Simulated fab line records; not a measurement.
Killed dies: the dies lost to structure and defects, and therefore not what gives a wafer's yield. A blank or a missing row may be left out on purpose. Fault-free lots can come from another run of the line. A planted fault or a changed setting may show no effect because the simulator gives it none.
The same fault as seen by 3 desks    flow nand-harc    each desk has only its own numbers; what lay behind them comes last

## AT THE METROLOGY DESK
What the gauges read for every lot (on any tool): the sampled wafers with a number, averaged. Marked OUT: a lot whose mean sits more than 4 standard deviations from the usual mean, which makes it out of limits; the brackets give that distance.
Columns: A = overlay-x-nm at NHARC_P_STI_OVL_MEAS_10, usual 1 nm; B = overlay-y-nm at NHARC_P_STI_OVL_MEAS_10, usual -1 nm
lot   first seen here  A   B
L121  day 3 02:18      2   -4
L122  day 3 10:47      -6  8
L123  day 3 19:22      -0  -3
L124  day 4 03:44      3   9
L125  day 4 14:40      1   1
L126  day 4 22:00      4   -5
L127  day 5 08:23      0   -1
L128  day 5 22:19      7   2
L129  day 6 04:36      1   2
L131  day 7 02:24      -5  -5
L132  day 7 14:55      6   -10
L133  day 7 20:17      3   -3
L135  day 8 14:44      -8  -2
L138  day 9 23:41      -8  -8
L139  day 10 07:22     13  1
This desk's verdict: no lot among the 15 shows anything out of limits.

## THE DEFECT DESK
Lot by lot, what the route's inspections counted, given as the mean of those sampled wafers with a number. Marked OUT: a lot whose mean sits more than 4 standard deviations from the usual mean, which makes it out of limits; the brackets give that distance.
Columns: A = raw-defect-count at NHARC_P_STI_INSPECT_25, usual 230
lot   first seen here  A
L121  day 4 09:24      231
L122  day 4 17:56      265
L123  day 5 03:42      177
L124  day 5 03:42      254
L125  day 5 20:56      200
L126  day 6 02:33      236
L127  day 6 15:31      192
L128  day 7 09:22      157
L129  day 7 09:22      323
L131  day 8 02:01      229
L132  day 8 18:59      184
L133  day 9 01:13      188
L135  day 10 01:08     194
L138  day 11 05:23     322
L139  day 11 13:02     267
This desk's verdict: no lot among the 15 shows anything out of limits.

## DESK OF THE TOOL OWNER: rie-diel-06
The tool's own readings at NHARC_P_GATE_ETCH_114 (etches the open film in CF4/O2, target depth 30 nm, overetch 3 nm, time 16.5 s): means of the sampled wafers that have a number, for each lot that ran on this tool. Marked OUT: a lot whose mean sits more than 4 standard deviations from the usual mean, which makes it out of limits; the brackets give that distance.
Columns: A = drypump-motor-current-A at NHARC_P_GATE_ETCH_114, usual 5.9 A; B = o2-flow-sccm at NHARC_P_GATE_ETCH_114, usual 20.00 sccm; C = oes_ar_750_au at NHARC_P_GATE_ETCH_114, usual 1.001 a.u.; D = oes-product-au at NHARC_P_GATE_ETCH_114, usual 1.000 a.u.; E = rf-vpp-V at NHARC_P_GATE_ETCH_114, usual 197.5 V; F = showerhead-plenum-p-Torr at NHARC_P_GATE_ETCH_114, usual 1.33 Torr; G = throttle-valve-pct at NHARC_P_GATE_ETCH_114, usual 13.398 %
lot   first seen here  A    B      C      D                 E      F     G
L121  day 5 11:00      5.9  20.02  1.002  1.010             197.4  1.31  13.401
L123  day 6 06:00      6.1  20.01  0.998  1.015             196.2  1.26  13.404
L124  day 6 07:00      6.1  19.96  0.999  1.007             196.1  1.28  13.397
L131  day 9 01:00      6.2  20.02  1.001  0.994             196.9  1.30  13.399
L133  day 10 03:00     5.8  19.97  1.004  0.993             197.6  1.33  13.400
L135  day 11 00:00     6.0  20.02  1.002  0.952 (-4.4) OUT  197.6  1.31  13.400
L138  day 12 07:00     6.2  20.01  0.997  0.958             195.9  1.26  13.395
L139  day 12 12:00     5.7  19.98  0.996  0.962             197.8  1.29  13.397
This desk's finding: out of limits on L135; first on L135, day 11 00:00 (oes-product-au at NHARC_P_GATE_ETCH_114). In limits: L121, L123, L124, L131, L133, L138, L139.

## PUT TOGETHER
The tool owner's desk could have raised an alarm at day 11 00:00, on L135.
Nothing out of limits was seen by the metrology desk.
The defect desk saw nothing out of limits.
The metrology desk has L135 on record, within its limits.
The defect desk has L135 on record, within its limits.
Every lot named ran NHARC_P_GATE_ETCH_114 on rie-diel-06.

## WHAT WAS PUT IN BY THE SIMULATOR
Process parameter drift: rie-diel-06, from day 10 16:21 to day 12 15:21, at NHARC_P_GATE_ETCH_114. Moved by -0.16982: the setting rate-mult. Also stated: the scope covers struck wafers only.
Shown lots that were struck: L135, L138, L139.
Hours from the fault's start to each desk's first reading out of limits: the tool owner's desk, 8.
